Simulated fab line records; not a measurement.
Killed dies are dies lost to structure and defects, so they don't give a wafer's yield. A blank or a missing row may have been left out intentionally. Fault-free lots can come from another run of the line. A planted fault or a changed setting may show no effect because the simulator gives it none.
What tool caused it? ; flow n5 finfet ; 63 wafers from 21 lots sampled at 3 of the route's 1938 steps

== WHAT THE GAUGES READ, wafer by wafer ==
N5_BEOL_M0_SAQP_OVL_MEAS_41. Usual: M0_CUT1_OVL gives 0.0 nm (standard deviation 0.63).
lot;measured;on;M0_CUT1_OVL (nm);flag
L074;day 5 14:19;overlay-02;0.0 0.7 0.5;
L075;day 6 00:42;overlay-02;-1.1 0.1 -0.5;
L076;day 6 03:19;overlay-01;0.9 0.4 0.7;
L078;day 6 14:41;overlay-02;0.0 -0.1 -0.6;
L079;day 7 01:32;overlay-01;0.0 0.0 0.1;
L080;day 7 07:49;overlay-02;0.0 -0.6 0.5;
L081;day 7 09:26;overlay-01;1.0 0.4 0.6;
L082;day 7 13:30;overlay-02;-0.6 -0.2 -0.8;
L083;day 8 00:48;overlay-01;1.1 0.2 0.4;
L084;day 8 05:22;overlay-02;-1.0 -0.3 -0.5;
L085;day 8 13:42;overlay-02;-0.5 0.2 -1.1;
L086;day 8 23:32;overlay-02;-0.2 -0.2 -0.3;
L087;day 9 01:47;overlay-02;0.0 -1.0 -0.6;
L089;day 9 09:17;overlay-02;-0.6 0.0 0.3;
L090;day 9 16:11;overlay-01;-0.6 0.8 0.9;
L091;day 9 23:33;overlay-02;-0.2 0.8 0.2;
L093;day 10 07:02;overlay-02;-0.7 0.0 0.5;
L094;day 10 17:02;overlay-02;-0.5 -0.2 0.6;
L095;day 10 22:25;overlay-01;-0.4 -1.0 -0.6;
L096;day 11 05:16;overlay-02;0.2 -0.3 -0.2;
L097;day 11 09:27;overlay-01;-1.1 -0.3 -1.0;

== EACH LOT AND THE TOOL THAT RAN IT (in order: tool; ch and the chambers of the sampled wafers; start) ==
lot;N5_BEOL_M0_SAQP_ETCH_101;N5_BEOL_M0_SAQP_ETCH_102
L074;rie diel-02 ch 0,1,3, day 5 12:02;rie si-04 ch 0,2,3, day 5 12:09
L075;rie diel-03 ch 0,2,3, day 5 22:38;rie si-02 ch 0,2,3, day 5 22:45
L076;rie diel-02 ch 2,3, day 6 01:10;rie si-04 ch 1,2,3, day 6 01:17
L078;rie diel-03 ch 0,3, day 6 12:15;rie si-01 ch 0,1,2, day 6 12:21
L079;rie diel-02 ch 0,1,2, day 6 23:05;rie si-04 ch 0,1,2, day 6 23:12
L080;rie diel-03 ch 2,3, day 7 05:07;rie si-02 ch 2,3, day 7 05:14
L081;rie diel-03 ch 0,1,3, day 7 07:20;rie si-01 ch 0,1,2, day 7 07:26
L082;rie diel-02 ch 0,1,2, day 7 10:28;rie si-01 ch 0,2,3, day 7 10:34
L083;rie diel-03 ch 0,2,3, day 7 21:37;rie si-04 ch 0,1, day 7 21:44
L084;rie diel-02 ch 0,3, day 8 02:53;rie si-04 ch 0,2,3, day 8 02:59
L085;rie diel-01 ch 0,2,3, day 8 11:26;rie si-01 ch 0,1,3, day 8 11:32
L086;rie diel-02 ch 0,1,3, day 8 20:22;rie si-02 ch 1,2,3, day 8 20:28
L087;rie diel-03 ch 0,1,3, day 8 23:35;rie si-02 ch 1,2,3, day 8 23:41
L089;rie diel-01 ch 0,2,3, day 9 07:13;rie si-02 ch 0,1,2, day 9 07:20
L090;rie diel-02 ch 1,2, day 9 13:47;rie si-01 ch 0,1,2, day 9 13:53
L091;rie diel-02 ch 1,3, day 9 21:29;rie si-02 ch 0,2, day 9 21:35
L093;rie diel-03 ch 1,3, day 10 04:37;rie si-02 ch 0,1,2, day 10 04:44
L094;rie diel-01 ch 0,2,3, day 10 14:51;rie si-01 ch 0,1, day 10 14:58
L095;rie diel-02 ch 0,2,3, day 10 20:22;rie si-01 ch 0,2,3, day 10 20:28
L096;rie diel-02 ch 2,3, day 11 03:10;rie si-01 ch 0,1, day 11 03:16
L097;rie diel-02 ch 0,1, day 11 07:02;rie si-01 ch 1,2, day 11 07:09
- N5_BEOL_M0_SAQP_ETCH_101: etches SiNx in CH3F/O2, target depth 29.9 nm, time 42.7 s.
- N5_BEOL_M0_SAQP_ETCH_102: etches SiO2 in CF4, target depth 4 nm, time 4.4 s.

== AS READ BY THE TOOLS THEMSELVES (means over the sampled wafers that have a number; for cases with no such wafer, the mark the record gives instead) ==
N5_BEOL_M0_SAQP_ETCH_101. Usual: drypump motor current A 5.5 A, standard deviation 0.48; oes_ar_750_au 0.78 a.u., standard deviation 0.063; oes product au 0.77 a.u., standard deviation 0.066; rf vpp V 296 V, standard deviation 5; showerhead plenum p Torr 2.02 Torr, standard deviation 0.088; throttle valve pct 16.45 %, standard deviation 0.2.
lot;tool;drypump motor current A (A);oes_ar_750_au (a.u.);oes product au (a.u.);rf vpp V (V);showerhead plenum p Torr (Torr);throttle valve pct (%);flag
L074;rie diel-02;5.3;0.80;0.78;297;2.02;16.35;
L075;rie diel-03;5.9;0.76;0.76;299;2.06;16.38;
L076;rie diel-02;5.8;0.86;0.86;296;2.05;16.42;
L078;rie diel-03;5.5;0.76;0.76;294;2.03;16.55;
L079;rie diel-02;5.4;0.76;0.75;297;1.93;16.47;
L080;rie diel-03;6.2;0.76;0.77;305;2.09;16.24;
L081;rie diel-03;5.4;0.75;0.75;293;2.03;16.54;
L082;rie diel-02;5.4;0.76;0.75;297;1.92;16.46;
L083;rie diel-03;5.8;0.76;0.76;300;2.06;16.42;
L084;rie diel-02;5.4;0.79;0.78;297;2.05;16.55;
L085;rie diel-01;5.4;0.81;0.80;295;2.07;16.44;
L086;rie diel-02;5.3;0.77;0.77;297;2.01;16.39;
L087;rie diel-03;5.4;0.75;0.74;294;2.03;16.56;
L089;rie diel-01;5.4;0.80;0.80;295;2.07;16.45;
L090;rie diel-02;5.7;0.76;0.75;296;1.87;16.51;
L091;rie diel-02;5.1;0.76;0.75;297;1.98;16.25;
L093;rie diel-03;5.4;0.74;0.73;293;2.03;16.57;
L094;rie diel-01;5.4;0.79;0.79;294;2.06;16.48;
L095;rie diel-02;5.7;0.78;0.77;296;1.99;16.59;
L096;rie diel-02;5.8;0.82;0.81;296;2.03;16.49;
L097;rie diel-02;5.2;0.72;0.71;296;1.97;16.52;

N5_BEOL_M0_SAQP_ETCH_102. Usual: drypump motor current A 5.5 A, standard deviation 0.46; he backside leak sccm 2.6 sccm, standard deviation 0.32; oes product au 0.999 a.u., standard deviation 0.022; throttle valve pct 21.79 %, standard deviation 0.26.
lot;tool;drypump motor current A (A);he backside leak sccm (sccm);oes product au (a.u.);throttle valve pct (%);flag
L074;rie si-04;5.7;2.8;1.001;21.61;
L075;rie si-02;5.7;2.6;0.994;21.82;
L076;rie si-04;5.8;2.6;1.003;21.74;
L078;rie si-01;5.0;2.6;1.003;21.92;
L079;rie si-04;5.9;2.7;0.989;21.61;
L080;rie si-02;6.0;2.4;1.006;21.88;
L081;rie si-01;5.0;2.6;0.995;21.90;
L082;rie si-01;4.9;2.7;1.015;21.88;
L083;rie si-04;5.9;2.8;0.998;21.71;
L084;rie si-04;5.7;2.8;0.995;21.62;
L085;rie si-01;5.1;3.2;0.996;21.91;
L086;rie si-02;5.9;2.5;1.002;21.73;
L087;rie si-02;5.9;2.6;1.014;21.74;
L089;rie si-02;5.9;2.6;1.007;21.70;
L090;rie si-01;5.0;2.6;0.997;21.92;
L091;rie si-02;6.0;2.6;0.995;21.87;
L093;rie si-02;5.9;2.6;1.000;21.70;
L094;rie si-01;4.9;2.4;0.988;22.13;
L095;rie si-01;5.0;2.8;1.002;21.87;
L096;rie si-01;5.0;2.5;0.980;22.12;
L097;rie si-01;5.1;2.7;0.982;21.73;

== THE ANSWER, worked out from the rows above alone ==
Rule: take the mean of a lot's wafers that have a number; if it is more than 3 standard deviations from the usual mean, the lot is off. Also off: a lot with no number at a reading for which 4 or more lots have one. All remaining lots with rows at the step are treated as sound. The gauges are gone through in route order, then the tools' own readings, and for those a lot's mean is taken as printed above. The first step at which some lot is off is used, and at that step the reading that is off furthest; a lot without a number counts as furthest.
Nothing can be told from this: no lot is off at any reading shown.

== WHAT THE SIMULATOR HAD INSERTED ==
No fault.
